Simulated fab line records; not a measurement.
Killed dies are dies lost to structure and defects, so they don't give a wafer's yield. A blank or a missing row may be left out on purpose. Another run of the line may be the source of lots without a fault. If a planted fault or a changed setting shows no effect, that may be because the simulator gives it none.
Matching of chambers ; flow n5_finfet ; pecvd-03 running N5_BEOL_M14_DEP_53: 3 sister chambers
The step deposits SiCN from 3MS/NH3, target thk 50 nm, time 17.8 s. 3 wafers are shown with their chamber, then 7 later ones without.

== WAFERS WITH THEIR CHAMBER ==
wafer;chamber;throttle_valve_pct (%)
L092.6;2;15.8
L091.1;1;19.0
L091.4;0;17.5

== WAFERS MISSING THEIR CHAMBER ==
wafer;throttle_valve_pct (%)
L091.5;18.5
L097.1;16.0
L097.2;19.1
L097.3;18.1
L096.1;16.2
L096.4;18.6
L096.6;16.0

== WHICH CHAMBER EACH ONE RAN IN ==
wafer;from the rows above;in truth
L091.5;can't be placed: 1 or 0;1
L097.1;2;2
L097.2;1;1
L097.3;can't be placed: 0 or 1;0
L096.1;2;2
L096.4;can't be placed: 1 or 0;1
L096.6;2;2
Correctly placed: 4 of 7. Can't be placed from these rows: 3 (the true chamber is among the candidates in 3). Number placed wrongly: 0.
How it was worked out, from the rows above alone: a wafer's distance from a chamber is the root of the sum, over the readings, of the square of ((its reading less the chamber's mean) divided by the reading's scatter). If the next closest chamber is less than 2 further off than the closest, the wafer can't be placed; otherwise it belongs to the closest. The mean given for a chamber averages the wafers shown for that chamber. The scatter: root of mean squared gap, hidden wafer to nearest shown wafer, with one shown wafer a chamber.
